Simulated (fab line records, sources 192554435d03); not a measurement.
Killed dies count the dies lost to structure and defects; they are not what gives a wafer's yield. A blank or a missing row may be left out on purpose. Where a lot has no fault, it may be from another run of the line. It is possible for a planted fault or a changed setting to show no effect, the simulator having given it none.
Chamber matching -- flow n5 finfet -- rie diel-02 running N5_PMOS_HMC_CHANNEL_EPI_DESCUM_14: 4 sister chambers
The step chemistry O2, time 7.9 s. 8 wafers are shown with their chamber, then 7 later ones without.

WAFERS, EACH WITH ITS CHAMBER
wafer,chamber,showerhead plenum p Torr (Torr),throttle valve pct (%)
L085.5,3,2.26,20.35
L087.1,2,2.00,20.46
L087.4,1,2.07,20.19
L091.1,1,2.07,20.22
L091.5,0,2.08,20.54
L091.6,3,2.25,20.38
L094.2,0,2.07,20.56
L094.4,2,2.00,20.48

WAFERS WITHOUT THEIR CHAMBER
wafer,showerhead plenum p Torr (Torr),throttle valve pct (%)
L094.5,2.25,20.38
L096.1,2.25,20.37
L096.4,2.07,20.21
L096.5,2.00,20.48
L097.1,2.07,20.55
L097.5,2.00,20.48
L097.6,2.06,20.22

EACH ONE'S CHAMBER
wafer,from the rows above,in truth
L094.5,3,3
L096.1,3,3
L096.4,1,1
L096.5,2,2
L097.1,0,0
L097.5,2,2
L097.6,1,1
Correct placement for 7 of the 7. Left unplaced by these rows: 0. 0 placed wrongly.
How it was worked out, from the rows above alone: a wafer's distance from a chamber is the root of the sum, over the readings, of the square of ((its reading less the chamber's mean) divided by the reading's scatter). If the next closest chamber is less than 2 further off than the closest, the wafer can't be placed; otherwise it belongs to the closest. Each chamber's mean is taken over the wafers shown for it. How the scatter is found: for the shown wafers, subtract from each reading the mean of its chamber, square and add these, divide the total by (wafers less chambers), then take the root.
